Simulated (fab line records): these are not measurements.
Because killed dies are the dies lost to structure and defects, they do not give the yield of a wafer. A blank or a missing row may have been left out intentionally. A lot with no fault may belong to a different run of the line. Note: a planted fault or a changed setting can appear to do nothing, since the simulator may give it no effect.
Chamber matching | flow nand_harc | pecvd-03 running NHARC_A_M0_PRE_CLEAN_31: 3 sister chambers
The step time 12 s. 3 wafers are shown with their chamber, then 9 later ones without.

## WAFERS PAIRED WITH THEIR CHAMBERS
wafer  | chamber | heater_power_w (W)
L085.1 | 1       | 767
L085.4 | 2       | 665
L085.6 | 0       | 643

## WAFERS MISSING THEIR CHAMBER
wafer  | heater_power_w (W)
L094.1 | 631
L094.2 | 693
L094.3 | 657
L094.4 | 656
L094.5 | 638
L094.6 | 698
L097.1 | 616
L097.3 | 662
L097.5 | 627

## THE CHAMBER EACH PASSED THROUGH
wafer  | from the rows above          | in truth
L094.1 | can't be placed: 0 or 2      | 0
L094.2 | can't be placed: 2 or 0      | 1
L094.3 | can't be placed: 2 or 0      | 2
L094.4 | can't be placed: 2 or 0      | 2
L094.5 | can't be placed: 0 or 2      | 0
L094.6 | can't be placed: 2 or 0 or 1 | 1
L097.1 | can't be placed: 0 or 2      | 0
L097.3 | can't be placed: 2 or 0      | 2
L097.5 | can't be placed: 0 or 2      | 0
Correctly placed: 0 of 9. From these rows, 9 cannot be placed; in 8 the true chamber is one of the candidates. Wrongly placed: 0.
How it was worked out, from the rows above alone: a wafer's distance from a chamber is the root of the sum, over the readings, of the square of ((its reading less the chamber's mean) divided by the reading's scatter). The wafer belongs to the nearest chamber; if the next one is less than 2 further off, it can't be placed. For every chamber, the mean is computed from those of its wafers that are shown. The scatter (one wafer shown for each chamber): square how far every hidden wafer sits from the nearest shown wafer, average those squares and take the square root.
